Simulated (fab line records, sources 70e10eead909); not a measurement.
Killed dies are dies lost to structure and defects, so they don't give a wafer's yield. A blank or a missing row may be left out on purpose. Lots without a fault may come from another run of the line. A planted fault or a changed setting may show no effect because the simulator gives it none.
fab line records | flow nand_harc
record lots=5 wafers=15 last_day=32
route steps=1302 shown A_CONTACT@1027
lots that met no fault: from a run of the same line without faults
start_h: hours from the record's first day to the start of the lot's first wafer shown | wait_h: hours since the lot's step before | " the same as in the row above | L1.1+2: a row that stands for several wafers | - no value, or no start given | * or withheld: withheld | < > ~ a bound
route shown NAME@n: a module of which the file shows steps, and the number in the route of the first | usual: mean/standard deviation of fault-free wafers | same: alike in all rows | chamber/n: place in a boat | sites: the reading at each site | _std_site: their standard deviation | _edge_site: outer sites' mean less inner sites' | radius_mm: how far each site lies from the wafer's centre | mask NAME#n: copy n | behind: the tool/chamber that last shaped the wafer | hold: why the lot was held/for how many hours/how that ended | device: the transistor (n, p or np) that didn't switch | end of line: the same wafers' tests at the end of the route | a step without rows: its recipe alone | killed: dies lost to structure and defects at the first sort, not the wafer's yield | map: a wafer's dies, x killed, . not, _ none there
set.NAME: the setting as run; set.NAME@STEP: as run at that earlier step | model.NAME: the simulator's own value behind a step, which no gauge read
lots at some steps of the route; a table a step, a row a wafer
services: from which hour (start_h, from the record's first day; less than 0 if before it) a tool's chamber was out of use, for how many hours, and why
## steps
# step NHARC_A_CONTACT_DEP_57
# recipe target_thk_a=53000 temp_c=400 material=aC
# usual susceptor_temp_C=400.05/0.21 throttle_valve_pct=35.000/0.009
# columns lot.wafer tool chamber start_h wait_h susceptor_temp_C throttle_valve_pct
L076.1 acl_dep-02 0 529.62 - 400.03 34.992
L076.4 " 0 531.25 - 399.96 35.001
L076.5 " 0 " " 400.29 34.994
L081.1 acl_dep-02 0 574.54 - 400.42 34.999
L081.5 " 0 576.69 - 400.19 34.992
L081.6 " 0 " " 400.38 34.999
L083.1 acl_dep-03 0 591.48 - 399.81 35.007
L083.2 " 0 " " 400.09 34.982
L083.4 " 0 593.11 - 399.76 34.993
L091.1 acl_dep-02 0 659.56 - - 35.007
L091.3 " 0 660.63 - - 35.006
L091.6 " 0 662.24 - - 35.002
L093.3 acl_dep-01 0 691.92 - 399.85 35.016
L093.5 " 0 692.99 - 399.87 35.007
L093.6 " 0 " " 400.35 35.004
# step NHARC_A_CONTACT_DEP_58
# recipe target_thk_a=900 target_thk_nm=90 temp_c=400 pressure_torr=3.5 flow_sccm=200 rf_w=350 material=SiON
# usual heater_power_w=813/93 susceptor_temp_C=400.04/0.22
# columns lot.wafer tool chamber start_h wait_h heater_power_w susceptor_temp_C
L076.1 pecvd-02 1 532.91 2.7 660 399.89
L076.4 " 1 " " 686 400.17
L076.5 " 0 " " 788 400.09
L081.1 pecvd-02 1 577.82 2.7 672 399.67
L081.5 " 0 " " 743 400.14
L081.6 " 2 " " 866 400.21
L083.1 pecvd-03 0 594.76 2.7 744 399.99
L083.2 " 1 " " 670 400.27
L083.4 " 0 " " 768 400.01
L091.1 pecvd-01 1 662.82 2.7 754 400.32
L091.3 " 2 " " 919 400.18
L091.6 " 2 " " 918 399.56
L093.3 pecvd-02 0 694.14 1.7 733 399.84
L093.6 " 1 " " 801 399.78
L093.5 " 0 " " 768 400.08
# step NHARC_A_CONTACT_DEHYDRATE_59
# recipe temp_c=150 time_s=120
# usual exhaust_pa=45.0/0.86 plate_temp_C=149.99/0.15
# columns lot.wafer tool chamber start_h wait_h exhaust_pa plate_temp_C
L076.1 litho_track-01 0 533.18 0.2 44.8 149.84
L076.4 " 0 " " 44.9 149.78
L076.5 " 0 " " 45.0 150.10
L081.1 litho_track-01 0 578.06 0.2 44.3 149.86
L081.5 " 0 " " 43.9 149.86
L081.6 " 0 " " 43.5 149.65
L083.1 litho_track-01 0 595.03 0.2 44.1 150.10
L083.2 " 0 " " 43.6 149.99
L083.4 " 0 " " 45.0 150.11
L091.1 litho_track-01 0 663.06 0.2 44.3 150.21
L091.3 " 0 " " 44.3 149.87
L091.6 " 0 " " 46.3 150.09
L093.3 litho_track-06 0 694.36 0.2 45.1 149.93
L093.5 " 0 " " 46.3 149.70
L093.6 " 0 " " 44.9 149.91
# step NHARC_A_CONTACT_HMDS_60
# recipe time_s=30
# usual exhaust_pa=45.1/0.93
# columns lot.wafer tool chamber start_h wait_h exhaust_pa
L076.1 litho_track-01 0 - - 43.7
L076.4 " 0 " " 44.3
L076.5 " 0 " " 44.1
L081.1 litho_track-01 0 - - 46.9
L081.5 " 0 " " 44.9
L081.6 " 0 " " 45.8
L083.1 litho_track-01 0 - - 45.4
L083.2 " 0 " " 45.0
L083.4 " 0 " " 45.7
L091.1 litho_track-01 0 - - 45.4
L091.3 " 0 " " 44.8
L091.6 " 0 " " 46.9
L093.3 litho_track-06 0 - - 45.2
L093.5 " 0 " " 46.1
L093.6 " 0 " " 45.1
# step NHARC_A_CONTACT_COAT_61
# recipe temp_c=260 time_s=75
# usual exhaust_pa=45.2/0.99 plate_temp_C=260.00/0.17
# columns lot.wafer tool chamber start_h wait_h exhaust_pa plate_temp_C
L076.1 litho_track-01 0 - - 45.0 259.89
L076.4 " 0 " " 46.5 260.03
L076.5 " 0 " " 45.9 260.04
L081.1 litho_track-01 0 - - 45.3 260.14
L081.5 " 0 " " 45.8 260.04
L081.6 " 0 " " 44.6 260.31
L083.1 litho_track-01 0 - - 43.8 260.30
L083.2 " 0 " " 45.6 260.22
L083.4 " 0 " " 46.8 259.93
L091.1 litho_track-01 0 - - 44.3 260.14
L091.3 " 0 " " 43.7 260.29
L091.6 " 0 " " 44.5 260.07
L093.3 litho_track-06 0 - - 45.8 259.92
L093.5 " 0 " " 45.7 259.95
L093.6 " 0 " " 46.5 260.14
# step NHARC_A_CONTACT_COAT_62
# recipe temp_c=225 time_s=65
# usual exhaust_pa=44.9/0.84 plate_temp_C=224.97/0.18
# columns lot.wafer tool chamber start_h wait_h exhaust_pa plate_temp_C
L076.1 litho_track-01 0 - - 44.2 224.84
L076.4 " 0 " " 43.9 224.85
L076.5 " 0 " " 44.9 224.86
L081.1 litho_track-01 0 - - 44.9 224.46
L081.5 " 0 " " 46.3 224.82
L081.6 " 0 " " 46.4 224.51
L083.1 litho_track-01 0 - - 46.8 224.95
L083.2 " 0 " " 46.9 225.06
L083.4 " 0 " " 45.2 225.22
L091.1 litho_track-01 0 - - 45.6 224.87
L091.3 " 0 " " 44.7 224.81
L091.6 " 0 " " 45.1 224.81
L093.3 litho_track-06 0 - - 44.4 224.75
L093.5 " 0 " " 44.8 224.74
L093.6 " 0 " " 44.9 224.73
# step NHARC_A_CONTACT_COAT_63
# recipe spin_rpm=1500 resist_thk_nm=90
# usual exhaust_pa=45.0/0.75
# columns lot.wafer tool chamber start_h wait_h exhaust_pa
L076.1 litho_track-01 0 - - 44.4
L076.4 " 0 " " 42.9
L076.5 " 0 " " 46.0
L081.1 litho_track-01 0 - - 44.9
L081.5 " 0 " " 44.9
L081.6 " 0 " " 44.2
L083.1 litho_track-01 0 - - 44.0
L083.2 " 0 " " 44.7
L083.4 " 0 " " 46.1
L091.1 litho_track-01 0 - - 44.8
L091.3 " 0 " " 43.2
L091.6 " 0 " " 45.0
L093.3 litho_track-06 0 - - 45.2
L093.5 " 0 " " 44.6
L093.6 " 0 " " 44.9
# step NHARC_A_CONTACT_SOFTBAKE_64
# recipe temp_c=105 time_s=55
# usual exhaust_pa=45.2/0.96 plate_temp_C=105.00/0.12
# columns lot.wafer tool chamber start_h wait_h exhaust_pa plate_temp_C
L076.1 litho_track-01 0 - - 46.0 104.97
L076.4 " 0 " " 44.1 104.90
L076.5 " 0 " " 45.7 105.00
L081.1 litho_track-01 0 - - 45.6 105.00
L081.5 " 0 " " 44.8 104.89
L081.6 " 0 " " 45.4 104.86
L083.1 litho_track-01 0 - - 45.4 105.05
L083.2 " 0 " " 45.4 105.07
L083.4 " 0 " " 46.5 104.81
L091.1 litho_track-01 0 - - 46.4 105.11
L091.3 " 0 " " 45.9 105.18
L091.6 " 0 " " 45.8 105.09
L093.3 litho_track-06 0 - - 45.9 105.09
L093.5 " 0 " " 45.6 105.26
L093.6 " 0 " " 45.7 105.31
# step NHARC_A_CONTACT_EBR_65
# usual exhaust_pa=45.0/0.98
# columns lot.wafer tool chamber start_h wait_h exhaust_pa
L076.1 litho_track-01 0 - - 44.5
L076.4 " 0 " " 44.5
L076.5 " 0 " " 45.5
L081.1 litho_track-01 0 - - 45.7
L081.5 " 0 " " 46.1
L081.6 " 0 " " 46.0
L083.1 litho_track-01 0 - - 45.3
L083.2 " 0 " " 45.4
L083.4 " 0 " " 46.4
L091.1 litho_track-01 0 - - 45.7
L091.3 " 0 " " 44.9
L091.6 " 0 " " 45.1
L093.3 litho_track-06 0 - - 45.4
L093.5 " 0 " " 45.5
L093.6 " 0 " " 45.3
# step NHARC_A_CONTACT_EXPOSE_66
# recipe na=1.35 sigma_outer=0.8 dose_mj=59.02 mask_id=A_CC_2
# usual reticle_temp_C=23.00/0.12
# same sigma_outer=0.8
# columns lot.wafer tool chamber start_h wait_h mask reticle_temp_C
L076.1 arfi_scanner-01 0 533.48 - A_CC_2#0 23.09
L076.4 " 0 " " A_CC_2#0 22.91
L076.5 " 0 " " A_CC_2#0 23.02
L081.1 arfi_scanner-02 0 578.24 - A_CC_2#0 22.97
L081.5 " 0 " " A_CC_2#0 22.91
L081.6 " 0 " " A_CC_2#0 23.10
L083.1 arfi_scanner-03 0 595.35 - A_CC_2#0 22.99
L083.2 " 0 " " A_CC_2#0 22.83
L083.4 " 0 " " A_CC_2#0 22.97
L091.1 arfi_scanner-02 0 663.37 - A_CC_2#0 23.01
L091.3 " 0 " " A_CC_2#0 22.93
L091.6 " 0 " " A_CC_2#0 22.99
L093.3 arfi_scanner-01 0 694.67 - A_CC_2#0 22.92
L093.5 " 0 " " A_CC_2#0 22.78
L093.6 " 0 " " A_CC_2#0 22.85
# step NHARC_A_CONTACT_PEB_67
# recipe peb_temp_c=100 peb_time_s=65
# usual exhaust_pa=45.2/0.87 plate_temp_C=100.01/0.13
# columns lot.wafer tool chamber start_h wait_h exhaust_pa plate_temp_C
L076.1 litho_track-01 0 533.54 0.1 43.0 100.01
L076.4 " 0 " " 44.8 100.04
L076.5 " 0 " " 43.9 99.97
L081.1 litho_track-06 0 578.31 0.1 45.4 100.16
L081.5 " 0 " " 45.9 99.96
L081.6 " 0 " " 46.2 100.16
L083.1 litho_track-06 0 595.41 0.1 44.9 100.00
L083.2 " 0 " " 43.8 99.98
L083.4 " 0 " " 44.6 99.96
L091.1 litho_track-06 0 663.43 0.1 45.5 100.12
L091.3 " 0 " " 45.2 100.07
L091.6 " 0 " " 44.7 100.18
L093.3 litho_track-06 0 694.73 0.0 44.8 100.07
L093.5 " 0 " " 45.7 100.01
L093.6 " 0 " " 46.0 100.09
# step NHARC_A_CONTACT_DEVELOP_68
# recipe develop_time_s=35 dev_temp_c=23
# usual exhaust_pa=45.1/0.82
# columns lot.wafer tool chamber start_h wait_h exhaust_pa
L076.1 litho_track-01 0 - - 45.4
L076.4 " 0 " " 46.6
L076.5 " 0 " " 45.4
L081.1 litho_track-06 0 - - 44.3
L081.5 " 0 " " 44.7
L081.6 " 0 " " 45.8
L083.1 litho_track-06 0 - - 45.9
L083.2 " 0 " " 45.0
L083.4 " 0 " " 44.2
L091.1 litho_track-06 0 - - 44.4
L091.3 " 0 " " 44.6
L091.6 " 0 " " 45.8
L093.3 litho_track-06 0 - - 45.3
L093.5 " 0 " " 43.7
L093.6 " 0 " " 44.7
# step NHARC_A_CONTACT_CD_MEAS_69
# recipe target_cd_nm=300 landing_energy_ev=500
# usual cd_nm=299.9/0.44
# columns lot.wafer tool chamber start_h wait_h cd_nm
L076.1 cd_sem-03 0 533.62 - 300.0
L076.4 " 0 " " 299.9
L076.5 " 0 " " 299.9
L081.1 cd_sem-03 0 578.38 - 300.3
L081.5 " 0 " " 299.9
L081.6 " 0 " " 299.5
L083.1 cd_sem-03 0 595.49 - 300.0
L083.2 " 0 " " 300.4
L083.4 " 0 " " 300.6
L091.1 cd_sem-01 0 663.51 - 300.6
L091.3 " 0 " " 299.7
L091.6 " 0 " " 300.4
L093.3 cd_sem-03 0 694.81 - 299.5
L093.5 " 0 " " 299.9
L093.6 " 0 " " 299.7
# step NHARC_A_CONTACT_OVL_MEAS_70
# usual overlay_x_nm=0.0/1 overlay_y_nm=0.2/0.67
# columns lot.wafer tool chamber start_h wait_h overlay_x_nm overlay_y_nm
L076.1 overlay-02 - 533.71 - 0.7 0.5
L076.4 " - " " 1.3 0.2
L076.5 " - " " 1.1 0.6
L081.1 overlay-01 - 578.47 - -0.2 0.8
L081.5 " - " " -0.6 0.9
L081.6 " - " " -0.3 0.8
L083.1 overlay-02 - 595.57 - -0.6 0.1
L083.2 " - " " -1.5 0.6
L083.4 " - " " -1.3 0.5
L091.1 overlay-02 - 663.60 - 1.3 0.9
L091.3 " - " " 1.5 1.1
L091.6 " - " " 1.1 0.4
L093.3 overlay-02 - 694.89 - -0.8 -0.4
L093.5 " - " " -0.7 0.2
L093.6 " - " " -1.5 -0.2
# step NHARC_A_CONTACT_INSPECT_71
# usual raw_defect_count=87/34
# columns lot.wafer tool chamber start_h wait_h raw_defect_count
L076.1 defect_inspect-02 - 533.75 0.0 149
L076.4 " - " " 157
L076.5 " - " " 163
L081.1 defect_inspect-02 - 578.51 0.0 148
L081.5 " - " " 126
L081.6 " - " " 144
L083.1 defect_inspect-01 - 595.61 0.0 93
L083.2 " - " " 91
L083.4 " - " " 92
L091.1 defect_inspect-01 - 663.64 0.0 20
L091.3 " - " " 20
L091.6 " - " " 26
L093.3 defect_inspect-01 - 694.93 0.0 96
L093.5 " - " " 112
L093.6 " - " " 122
# step NHARC_A_CONTACT_DESCUM_74
# recipe time_s=3 o2_flow_sccm=200 ar_flow_sccm=0 bias_power_w=0 chemistry=O2
# usual chamber_pressure_mTorr=60.00/0.054 drypump_motor_current_A=5.6/0.5 oes_product_au=0.997/0.0079 rf_vpp_V=58.0/0.95 showerhead_plenum_p_Torr=1.93/0.11 throttle_valve_pct=11.311/0.0084
# columns lot.wafer tool chamber start_h wait_h chamber_pressure_mTorr drypump_motor_current_A oes_product_au rf_hours_counter_h rf_vpp_V showerhead_plenum_p_Torr throttle_valve_pct
L076.1 rie_diel-08 2 533.88 0.1 60.03 6.3 1.011 54 56.9 1.90 11.313
L076.4 " 1 " " 59.98 5.7 1.013 - 57.7 1.77 11.317
L076.5 " 2 " " 59.99 6.3 1.006 - 58.7 1.90 11.313
L081.1 rie_diel-11 0 578.59 0.1 60.02 5.5 0.999 44 57.7 1.87 11.309
L081.6 " 2 " " 60.03 6.5 0.996 - 58.8 2.06 11.315
L081.5 " 3 " " 60.13 5.4 1.001 - 56.1 1.79 11.318
L083.2 rie_diel-04 3 595.67 0.1 60.03 6.3 0.997 8 58.1 1.77 11.301
L083.4 " 0 " " 59.95 4.9 0.985 11 58.2 2.02 11.320
L083.1 " 2 " " 59.96 5.7 0.989 7 57.6 1.86 11.311
L091.1 rie_diel-08 0 663.71 0.1 59.97 4.9 1.007 35 58.6 2.03 11.307
L091.3 " 2 " " 60.06 6.3 1.007 30 57.0 1.89 11.304
L091.6 " 0 " " 60.00 4.8 1.005 - 57.5 2.03 11.298
L093.3 rie_diel-11 3 695.02 0.1 59.93 5.3 1.001 24 56.5 1.77 11.305
L093.5 " 0 " " 59.98 5.5 1.005 - 58.0 1.85 11.311
L093.6 " 1 " " 59.90 5.4 0.998 - 56.7 1.94 11.324
# step NHARC_A_CONTACT_ETCH_75
# recipe target_depth_a=390 over_etch_frac=0.3 time_s=65 ion_energy_ev=80 cf4_flow_sccm=150 ar_flow_sccm=0 rf_w=300 bias_w=100 chemistry=CF4
# usual chamber_pressure_mTorr=50.00/0.039 drypump_motor_current_A=5.6/0.5 oes_product_au=0.997/0.0077 rf_vpp_V=151.5/1.4 showerhead_plenum_p_Torr=1.78/0.092 throttle_valve_pct=13.284/0.0094
# columns lot.wafer tool chamber start_h wait_h chamber_pressure_mTorr drypump_motor_current_A oes_product_au rf_hours_counter_h rf_vpp_V showerhead_plenum_p_Torr throttle_valve_pct
L076.1 rie_diel-08 0 533.97 0.1 49.97 4.8 1.010 55 153.1 1.88 13.296
L076.5 " 0 " " 49.98 4.8 1.012 - 154.3 1.88 13.284
L076.4 " 1 " " 50.01 5.7 1.000 - 150.0 1.65 13.278
L081.1 rie_diel-11 1 578.68 0.1 49.93 5.4 1.020 47 150.7 1.80 13.287
L081.5 " 2 " " 49.97 6.4 1.007 - 153.6 1.90 13.288
L081.6 " 3 " " 50.01 5.3 1.001 - 149.7 1.66 13.284
L083.4 rie_diel-04 1 595.76 0.1 49.95 5.6 0.998 10 153.5 1.86 13.287
L083.2 " 2 " " 49.98 5.7 0.993 7 151.3 1.72 13.291
L083.1 " 0 " " 50.05 4.9 1.001 11 152.8 1.86 13.275
L091.3 rie_diel-08 3 663.78 0.1 50.00 5.8 1.007 30 148.8 1.66 13.284
L091.1 " 2 " " 50.02 6.3 0.992 30 150.5 1.75 13.286
L091.6 " 3 " " 49.98 5.8 0.997 - 149.9 1.66 13.287
L093.3 rie_diel-11 1 695.15 0.1 50.02 5.4 0.999 26 149.8 1.79 13.274
L093.5 " 2 " " 49.99 6.4 1.005 - 152.9 1.88 13.288
L093.6 " 3 " " 49.94 5.4 1.007 - 150.0 1.65 13.283
# step NHARC_A_CONTACT_ETCH_76
# recipe target_depth_a=2600 over_etch_frac=0.3 time_s=475.3 ion_energy_ev=200 n2_flow_sccm=150 h2_flow_sccm=150 ar_flow_sccm=0 rf_w=400 bias_w=150 chemistry=N2/H2
# usual chamber_pressure_mTorr=29.999/0.026 drypump_motor_current_A=5.6/0.5 oes_product_au=0.997/0.0084 rf_vpp_V=431/3.4 showerhead_plenum_p_Torr=2.05/0.12 throttle_valve_pct=14.171/0.0086
# columns lot.wafer tool chamber start_h wait_h chamber_pressure_mTorr drypump_motor_current_A oes_product_au rf_hours_counter_h rf_vpp_V showerhead_plenum_p_Torr throttle_valve_pct
L076.1 rie_diel-08 2 - - 30.007 6.3 1.006 54 431 2.02 14.186
L076.4 " 2 " " 29.982 6.3 1.006 - 430 2.02 14.162
L076.5 " 1 " " 30.018 5.7 1.011 - 425 1.88 14.184
L081.1 rie_diel-11 0 - - 30.000 5.5 0.996 44 429 1.99 14.171
L081.5 " 0 " " 30.021 5.5 0.991 - 427 1.99 14.175
L081.6 " 1 " " 30.037 5.4 1.003 - 431 2.08 14.174
L083.4 rie_diel-04 2 - - 30.028 5.7 0.999 7 430 1.98 14.187
L083.1 " 3 " " 29.947 6.3 1.004 9 426 1.88 14.156
L083.2 " 1 " " 29.993 5.6 0.995 10 434 2.16 14.164
L091.3 rie_diel-08 1 - - 30.013 5.7 1.000 32 435 2.21 14.186
L091.1 " 2 " " 30.009 6.3 0.997 30 429 2.01 14.163
L091.6 " 0 " " 30.047 4.8 1.004 - 434 2.16 14.172
L093.3 rie_diel-11 1 - - 30.035 5.4 1.005 26 430 2.07 14.168
L093.6 " 0 " " 29.970 5.5 1.007 - 429 1.97 14.176
L093.5 " 1 " " 29.979 5.4 0.999 - 431 2.07 14.166
# step NHARC_A_CONTACT_ETCH_77
# recipe target_depth_a=1089 time_s=54.5 cf4_flow_sccm=100 chf3_flow_sccm=30 ar_flow_sccm=0 rf_w=500 bias_w=200 chemistry=CF4/CHF3
# usual chamber_pressure_mTorr=24.999/0.023 chf3_flow_sccm=30.00/0.087 drypump_motor_current_A=5.6/0.5 oes_product_au=0.935/0.02 rf_vpp_V=371.0/2.9 showerhead_plenum_p_Torr=1.58/0.084 throttle_valve_pct=16.803/0.0075
# columns lot.wafer tool chamber start_h wait_h chamber_pressure_mTorr chf3_flow_sccm drypump_motor_current_A oes_product_au rf_hours_counter_h rf_vpp_V showerhead_plenum_p_Torr throttle_valve_pct
L076.1 rie_diel-08 2 - - 24.990 30.00 6.3 0.929 54 371.0 1.56 16.787
L076.4 " 2 " " 24.970 29.91 6.3 0.926 - 370.2 1.56 16.798
L076.5 " 0 " " 24.991 30.03 4.9 0.928 - 373.4 1.67 16.799
L081.1 rie_diel-11 2 - - 24.976 30.03 6.4 0.931 47 373.8 1.69 16.795
L081.6 " 1 " " 25.021 29.91 5.4 0.938 - 371.2 1.60 16.797
L081.5 " 2 " " 25.009 30.13 6.4 0.934 - 373.4 1.69 16.804
L083.4 rie_diel-04 3 - - 25.049 30.11 6.3 0.924 9 366.2 1.46 16.799
L083.1 " 0 " " 24.991 29.98 4.9 0.914 11 373.5 1.65 16.805
L083.2 " 1 " " 25.020 29.95 5.6 0.917 10 375.0 1.66 16.816
L091.3 rie_diel-08 0 - - 24.979 29.92 4.8 0.913 36 373.1 1.66 16.817
L091.1 " 2 " " 25.015 30.09 6.3 0.918 30 368.4 1.55 16.811
L091.6 " 3 " " 25.020 30.04 5.8 0.921 - 367.5 1.47 16.798
L093.3 rie_diel-11 3 - - 24.996 29.79 5.3 0.940 25 365.7 1.46 16.802
L093.5 " 0 " " 25.034 29.99 5.5 0.927 - 368.8 1.53 16.803
L093.6 " 1 " " 24.978 30.06 5.4 0.926 - 372.1 1.59 16.813
# step NHARC_A_CONTACT_ETCH_78
# recipe target_depth_a=53000 over_etch_frac=0.3 time_s=1378 ion_energy_ev=150 o2_flow_sccm=400 cos_flow_sccm=20 ar_flow_sccm=0 rf_w=500 bias_w=300 chemistry=O2/COS
# usual chamber_pressure_mTorr=19.999/0.016 drypump_motor_current_A=5.6/0.51 oes_product_au=0.999/0.0079 rf_vpp_V=314.5/2.5 showerhead_plenum_p_Torr=3.15/0.17 throttle_valve_pct=28.331/0.0086
# columns lot.wafer tool chamber start_h wait_h chamber_pressure_mTorr drypump_motor_current_A oes_product_au rf_hours_counter_h rf_vpp_V showerhead_plenum_p_Torr throttle_valve_pct
L076.1 rie_diel-08 1 - - 19.994 5.7 0.997 40 312.4 2.90 28.341
L076.4 " 0 " " 20.021 4.9 1.001 - 317.0 3.32 28.327
L076.5 " 1 " " 20.017 5.7 1.017 - 310.0 2.90 28.347
L081.1 rie_diel-11 3 - - 19.979 5.4 1.010 48 312.0 2.92 28.332
L081.5 " 1 " " 19.994 5.4 1.009 - 313.9 3.18 28.347
L081.6 " 2 " " 19.991 6.4 1.007 - 317.1 3.35 28.329
L083.4 rie_diel-04 2 - - 20.025 5.7 0.996 7 313.4 3.04 28.322
L083.1 " 0 " " 19.995 4.9 0.999 11 317.4 3.28 28.326
L083.2 " 1 " " 19.985 5.6 1.006 11 316.1 3.29 28.330
L091.1 rie_diel-08 0 - - 19.983 4.9 1.012 36 317.5 3.29 28.333
L091.3 " 1 " " 20.009 5.8 0.995 32 318.4 3.36 28.324
L091.6 " 2 " " 20.001 6.3 1.000 - 313.9 3.08 28.321
L093.3 rie_diel-11 2 - - 20.021 6.4 0.999 29 317.6 3.33 28.330
L093.6 " 0 " " 19.996 5.5 1.005 - 312.4 3.03 28.332
L093.5 " 1 " " 19.988 5.4 0.999 - 314.9 3.16 28.321
# step NHARC_A_CONTACT_ETCH_124
# recipe source_w=withheld pressure_mtorr=20 bias_v=withheld time_s=140 target_depth_a=7000 ar_flow_sccm=withheld c4f8_flow_sccm=withheld o2_flow_sccm=withheld chemistry=C4F8/O2/Ar
# usual chamber_pressure_mTorr=19.999/0.018 oes_air_line_au=1.001/0.022
# columns lot.wafer tool chamber start_h wait_h chamber_pressure_mTorr oes_air_line_au rf_hours_counter_h
L076.1 har_cap_etch-03 0 535.80 - 20.014 1.013 49
L076.4 " 1 " " 19.992 0.977 -
L076.5 " 1 " " 20.027 0.994 -
L081.1 har_cap_etch-01 1 580.11 - 19.999 0.987 12
L081.6 " 1 " " 20.014 0.986 -
L081.5 " 0 " " 20.019 1.000 -
L083.1 har_cap_etch-03 0 597.22 - 20.018 1.012 59
L083.2 " 1 " " 20.010 1.032 59
L083.4 " 1 " " 19.965 1.035 -
L091.1 har_cap_etch-02 1 665.38 - 20.000 0.968 119
L091.3 " 0 " " 19.982 1.005 -
L091.6 " 1 " " 19.984 0.970 -
L093.3 har_cap_etch-02 1 696.67 - 19.994 0.994 -
L093.6 " 1 " " 19.998 1.019 -
L093.5 " 0 " " 19.990 1.004 -
# step NHARC_A_CONTACT_ETCH_125
# recipe source_w=withheld pressure_mtorr=20 bias_v=3000 time_s=197 target_depth_a=19180 ar_flow_sccm=withheld c4f8_flow_sccm=withheld o2_flow_sccm=withheld chemistry=C4F8/O2/Ar
# usual chamber_pressure_mTorr=19.999/0.019 oes_air_line_au=1.001/0.019
# columns lot.wafer tool chamber start_h wait_h chamber_pressure_mTorr oes_air_line_au rf_hours_counter_h
L076.1 har_cap_etch-03 0 535.99 0.2 20.012 0.963 49
L076.4 " 1 " " 20.005 0.982 -
L076.5 " 1 " " 19.972 0.997 -
L081.1 har_cap_etch-01 1 580.32 0.2 19.983 0.994 12
L081.6 " 1 " " 20.002 1.005 -
L081.5 " 0 " " 19.986 0.980 -
L083.1 har_cap_etch-03 0 597.42 0.2 19.984 0.997 59
L083.2 " 1 " " 19.991 1.014 59
L083.4 " 1 " " 19.976 1.008 -
L091.1 har_cap_etch-02 1 665.57 0.2 20.012 0.992 119
L091.3 " 0 " " 19.995 0.989 -
L091.6 " 1 " " 19.964 1.006 -
L093.3 har_cap_etch-02 1 696.87 0.2 19.993 1.028 -
L093.6 " 1 " " 20.009 1.040 -
L093.5 " 0 " " 20.011 1.014 -
# step NHARC_A_CONTACT_ETCH_126
# recipe source_w=withheld pressure_mtorr=20 bias_v=3000 time_s=197 target_depth_a=19180 ar_flow_sccm=withheld c4f8_flow_sccm=withheld o2_flow_sccm=withheld chemistry=C4F8/O2/Ar
# usual chamber_pressure_mTorr=19.999/0.02 oes_air_line_au=1.002/0.019
# columns lot.wafer tool chamber start_h wait_h chamber_pressure_mTorr oes_air_line_au rf_hours_counter_h
L076.1 har_cap_etch-03 0 536.17 0.1 20.004 0.965 49
L076.4 " 1 " " 20.049 0.976 -
L076.5 " 1 " " 19.993 1.010 -
L081.1 har_cap_etch-01 1 580.49 0.1 19.982 1.025 12
L081.6 " 1 " " 19.992 1.003 -
L081.5 " 0 " " 19.989 1.026 -
L083.1 har_cap_etch-03 0 597.60 0.1 20.012 0.997 59
L083.2 " 1 " " 19.995 1.000 59
L083.4 " 1 " " 20.015 0.989 -
L091.1 har_cap_etch-02 1 665.75 0.1 20.022 1.017 119
L091.3 " 0 " " 20.048 1.020 -
L091.6 " 1 " " 20.013 1.010 -
L093.3 har_cap_etch-02 1 697.04 0.1 20.031 0.996 -
L093.6 " 1 " " 20.002 0.983 -
L093.5 " 0 " " 19.986 1.007 -
# step NHARC_A_CONTACT_ETCH_127
# recipe source_w=withheld pressure_mtorr=20 bias_v=3000 time_s=197 target_depth_a=19180 ar_flow_sccm=withheld c4f8_flow_sccm=withheld o2_flow_sccm=withheld chemistry=C4F8/O2/Ar
# usual chamber_pressure_mTorr=20.002/0.019 oes_air_line_au=1.003/0.019
# columns lot.wafer tool chamber start_h wait_h chamber_pressure_mTorr oes_air_line_au rf_hours_counter_h
L076.1 har_cap_etch-03 0 536.35 0.1 19.987 1.004 49
L076.4 " 1 " " 19.975 1.006 -
L076.5 " 1 " " 19.980 1.026 -
L081.1 har_cap_etch-01 1 580.67 0.1 19.993 1.001 13
L081.6 " 1 " " 20.003 1.013 -
L081.5 " 0 " " 19.995 1.000 -
L083.1 har_cap_etch-03 0 597.78 0.1 20.009 1.016 59
L083.2 " 1 " " 20.014 1.024 59
L083.4 " 1 " " 19.985 1.014 -
L091.1 har_cap_etch-02 1 665.93 0.1 20.022 1.010 119
L091.3 " 0 " " 20.017 1.001 -
L091.6 " 1 " " 19.993 1.005 -
L093.3 har_cap_etch-02 1 697.22 0.1 20.000 0.998 -
L093.6 " 1 " " 19.972 0.989 -
L093.5 " 0 " " 20.015 1.024 -
# step NHARC_A_CONTACT_ETCH_128
# recipe source_w=withheld pressure_mtorr=20 bias_v=3000 time_s=197 target_depth_a=19180 ar_flow_sccm=withheld c4f8_flow_sccm=withheld o2_flow_sccm=withheld chemistry=C4F8/O2/Ar
# usual chamber_pressure_mTorr=19.999/0.018 oes_air_line_au=1.000/0.023
# columns lot.wafer tool chamber start_h wait_h chamber_pressure_mTorr oes_air_line_au rf_hours_counter_h
L076.1 har_cap_etch-03 0 536.52 0.1 19.988 0.997 49
L076.4 " 1 " " 19.963 0.990 -
L076.5 " 1 " " 20.008 1.016 -
L081.1 har_cap_etch-01 1 580.85 0.1 19.999 1.038 13
L081.6 " 1 " " 20.018 1.036 -
L081.5 " 0 " " 20.022 1.014 -
L083.1 har_cap_etch-03 0 597.95 0.1 20.003 0.987 60
L083.2 " 1 " " 20.018 1.025 60
L083.4 " 1 " " 19.990 1.029 -
L091.1 har_cap_etch-02 1 666.11 0.1 19.985 0.985 119
L091.3 " 0 " " 19.985 1.012 -
L091.6 " 1 " " 19.982 1.004 -
L093.3 har_cap_etch-02 1 697.39 0.1 19.994 1.023 -
L093.6 " 1 " " 20.010 1.000 -
L093.5 " 0 " " 20.030 0.963 -
## services
# columns tool chamber start_h hours kind
rie_diel-04 - 509.26 0.9 repair
pecvd-02 - 510.23 2.5 repair
rie_diel-04 2 526.42 5.9 repair
acl_dep-02 - 527.12 2.5 repair
litho_track-06 - 529.00 7.0 pm
rie_diel-04 - 531.96 9.0 pm
rie_diel-08 - 547.64 9.0 pm
arfi_scanner-02 - 566.30 2.2 repair
rie_diel-04 2 566.36 3.8 repair
rie_diel-04 - 569.09 5.3 repair
rie_diel-04 3 575.41 3.6 repair
pecvd-02 - 589.18 13.0 pm
arfi_scanner-01 - 593.01 4.4 repair
arfi_scanner-02 - 593.88 3.4 repair
arfi_scanner-01 - 597.41 4.0 pm
rie_diel-04 - 601.30 0.3 repair
rie_diel-11 - 602.99 0.5 repair
acl_dep-02 - 610.81 13.0 pm
rie_diel-11 - 611.40 9.0 pm
har_cap_etch-01 - 616.27 0.9 repair
har_cap_etch-02 - 631.68 0.3 repair
rie_diel-04 1 637.52 5.0 repair
rie_diel-08 1 649.11 6.7 repair
litho_track-01 - 680.00 7.0 pm
## key
fault none
